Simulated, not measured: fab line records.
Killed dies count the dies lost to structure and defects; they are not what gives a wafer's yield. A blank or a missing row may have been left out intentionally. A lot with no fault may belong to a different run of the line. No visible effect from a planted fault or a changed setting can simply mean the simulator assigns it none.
Matching of chambers || flow n5_finfet || N5_DUMMY_GATE_ETCH_31 on rie_diel-06: 4 sister chambers
The step etches SiO2 in C4F6/O2, target depth 82.5 nm, time 27.5 s. 4 wafers are shown with their chamber, then 7 later ones without.

WAFERS WITH THEIR CHAMBER
{"wafer": "L081.1", "chamber": 0, "showerhead_plenum_p_Torr (Torr)": 2.94}
{"wafer": "L081.6", "chamber": 3, "showerhead_plenum_p_Torr (Torr)": 2.82}
{"wafer": "L087.1", "chamber": 2, "showerhead_plenum_p_Torr (Torr)": 2.68}
{"wafer": "L087.4", "chamber": 1, "showerhead_plenum_p_Torr (Torr)": 2.64}

WAFERS WITHOUT THEIR CHAMBER
{"wafer": "L087.5", "showerhead_plenum_p_Torr (Torr)": 2.81}
{"wafer": "L092.1", "showerhead_plenum_p_Torr (Torr)": 2.63}
{"wafer": "L092.2", "showerhead_plenum_p_Torr (Torr)": 3.02}
{"wafer": "L092.6", "showerhead_plenum_p_Torr (Torr)": 2.93}
{"wafer": "L097.1", "showerhead_plenum_p_Torr (Torr)": 2.93}
{"wafer": "L097.3", "showerhead_plenum_p_Torr (Torr)": 3.01}
{"wafer": "L097.5", "showerhead_plenum_p_Torr (Torr)": 2.63}

THE CHAMBER EACH PASSED THROUGH
{"wafer": "L087.5", "from the rows above": 3, "in truth": 3}
{"wafer": "L092.1", "from the rows above": "can't be placed: 1 or 2", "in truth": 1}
{"wafer": "L092.2", "from the rows above": 0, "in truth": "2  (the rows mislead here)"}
{"wafer": "L092.6", "from the rows above": 0, "in truth": 0}
{"wafer": "L097.1", "from the rows above": 0, "in truth": 0}
{"wafer": "L097.3", "from the rows above": 0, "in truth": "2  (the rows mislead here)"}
{"wafer": "L097.5", "from the rows above": "can't be placed: 1 or 2", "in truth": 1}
Correctly placed: 3 of 7. Unplaceable from these rows: 2, with the true chamber sitting among the candidates in 2. Wrongly placed: 2.
How it was worked out, from the rows above alone: a wafer's distance from a chamber is the root of the sum, over the readings, of the square of ((its reading less the chamber's mean) divided by the reading's scatter). If the next closest chamber is less than 2 further off than the closest, the wafer can't be placed; otherwise it belongs to the closest. For every chamber, the mean is computed from those of its wafers that are shown. The scatter: with one shown wafer a chamber, the root of the mean of the squares of how far each hidden wafer lies from its nearest shown one.
